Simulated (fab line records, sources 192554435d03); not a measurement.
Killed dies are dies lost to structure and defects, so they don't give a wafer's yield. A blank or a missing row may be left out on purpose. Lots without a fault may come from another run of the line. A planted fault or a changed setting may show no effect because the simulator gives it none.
Chamber matching | flow n5_finfet | N5_FIN_SAQP_SPACER2_ALD_28 on ald_sin-03: 4 sister chambers
The step deposits SiO2, target thk 8.1 nm, pulse time 1 s, purge time 2 s. 4 wafers are shown with their chamber, then 10 later ones without.

WAFERS WITH THEIR CHAMBER
wafer  | chamber | heater_power_w (W)
L083.1 | 3       | 457
L083.5 | 2       | 489
L084.4 | 1       | 462
L084.5 | 0       | 428

WAFERS WITHOUT THEIR CHAMBER
wafer  | heater_power_w (W)
L084.6 | 452
L085.1 | 439
L085.2 | 457
L085.6 | 459
L090.1 | 471
L090.2 | 499
L090.4 | 437
L091.2 | 461
L091.4 | 467
L091.5 | 503

WHICH CHAMBER EACH WENT THROUGH
wafer  | from the rows above          | in truth
L084.6 | can't be placed: 3 or 1      | 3
L085.1 | can't be placed: 0 or 3 or 1 | 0
L085.2 | can't be placed: 3 or 1      | 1
L085.6 | can't be placed: 3 or 1      | 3
L090.1 | can't be placed: 1 or 3 or 2 | 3
L090.2 | 2                            | 2
L090.4 | can't be placed: 0 or 3      | 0
L091.2 | can't be placed: 1 or 3      | 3
L091.4 | can't be placed: 1 or 3      | 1
L091.5 | 2                            | 2
Placed correctly: 2 of 10. Can't be placed from these rows: 8 (the true chamber is among the candidates in 8). Placed wrongly: 0.
How it was worked out, from the rows above alone: a wafer's distance from a chamber is the root of the sum, over the readings, of the square of ((its reading less the chamber's mean) divided by the reading's scatter). The wafer belongs to the nearest chamber; if the next one is less than 2 further off, it can't be placed. A chamber's mean is the mean of its shown wafers. The scatter: with one shown wafer a chamber, the root of the mean of the squares of how far each hidden wafer lies from its nearest shown one.
